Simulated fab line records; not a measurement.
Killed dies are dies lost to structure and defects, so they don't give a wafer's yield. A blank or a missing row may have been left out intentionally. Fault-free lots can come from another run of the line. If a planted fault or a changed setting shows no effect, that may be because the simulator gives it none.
A single fault, viewed from 3 desks :: flow n5Finfet :: each desk holds nothing but its own numbers, with what lay behind them at the end

TOOL OWNER'S DESK, rieDiel-04
The tool's own readings at N5_BEOL_M6_ETCH_61 (etches SiARC in CF4, target depth 45.5 nm, time 75.8 s): means of the sampled wafers that have a number, for each lot that ran on this tool. Any lot whose mean is over 4 standard deviations away from the usual mean is out of limits and marked OUT; that distance is given in the brackets.
Columns: A = drypumpMotorCurrentA at N5_BEOL_M6_ETCH_61, usual 5.5 A; B = etchRfOnTimeS at N5_BEOL_M6_ETCH_61, usual 75.6 s; C = oesProductAu at N5_BEOL_M6_ETCH_61, usual 0.69 a.u.; D = rfVppV at N5_BEOL_M6_ETCH_61, usual 184.1 V; E = showerheadPlenumPTorr at N5_BEOL_M6_ETCH_61, usual 2.15 Torr; F = throttleValvePct at N5_BEOL_M6_ETCH_61, usual 15.60 %
lot: L680
first seen here: day 8 18:41
A: 5.5
B: 74.3
C: 0.76
D: 184.6
E: 2.21
F: 15.42

lot: L681
first seen here: day 8 23:28
A: 5.6
B: 75.4
C: 0.72
D: 185.8
E: 2.20
F: 15.34

lot: L691
first seen here: day 11 14:58
A: 5.7
B: 74.8
C: 0.75
D: 184.4
E: 2.18
F: 15.35
This desk's verdict: no lot among the 3 shows anything out of limits.

FROM THE METROLOGY DESK
Means of the sampled wafers that have a number, per lot and without regard to the tool the lot ran on: this is what the gauges read. Any lot whose mean is over 4 standard deviations away from the usual mean is out of limits and marked OUT; that distance is given in the brackets.
Columns: A = cdNm at N5_BEOL_M6_CD_MEAS_11, usual 38.5 nm; B = M6_OVL at N5_BEOL_M6_OVL_MEAS_12, usual 0.4 nm
lot: L679
first seen here: day 8 17:45
A: 38.4
B: -1.0

lot: L680
first seen here: day 8 18:25
A: 38.6
B: -0.2

lot: L681
first seen here: day 8 23:13
A: 37.9
B: -0.5

lot: L691
first seen here: day 11 14:51
A: 38.8
B: 0.9

lot: L697
first seen here: day 12 13:52
A: 38.6
B: 0.7

lot: L694
first seen here: day 12 15:41
A: 38.4
B: -0.1

lot: L696
first seen here: day 12 16:33
A: 38.7
B: 0.3

lot: L698
first seen here: day 13 11:43
A: 38.3
B: 0.0

lot: L701
first seen here: day 14 04:47
A: 38.3
B: 0.7

lot: L700
first seen here: day 14 13:21
A: 38.5
B: 0.2
This desk's verdict: no lot among the 10 shows anything out of limits.

THE DEFECT DESK
Counts from the inspections along the route, per lot, as means over the sampled wafers that have a number. Any lot whose mean is over 4 standard deviations away from the usual mean is out of limits and marked OUT; that distance is given in the brackets.
Columns: A = rawDefectCount at N5_BEOL_M6_INSPECT_30, usual 417
lot: L679
first seen here: day 8 19:08
A: 316

lot: L680
first seen here: day 8 19:51
A: 377

lot: L681
first seen here: day 9 00:17
A: 327

lot: L691
first seen here: day 11 16:32
A: 646

lot: L697
first seen here: day 12 15:02
A: 460

lot: L694
first seen here: day 12 17:59
A: 410

lot: L696
first seen here: day 12 18:10
A: 385

lot: L698
first seen here: day 13 13:46
A: 377

lot: L701
first seen here: day 14 09:54
A: 513

lot: L700
first seen here: day 14 19:06
A: 343
This desk's verdict: no lot among the 10 shows anything out of limits.

ALL TOGETHER
The tool owner's desk saw nothing out of limits.
From the metrology desk's view, nothing was out of limits.
No out-of-limits result turned up at the defect desk.

WHAT THE SIMULATOR PUT IN
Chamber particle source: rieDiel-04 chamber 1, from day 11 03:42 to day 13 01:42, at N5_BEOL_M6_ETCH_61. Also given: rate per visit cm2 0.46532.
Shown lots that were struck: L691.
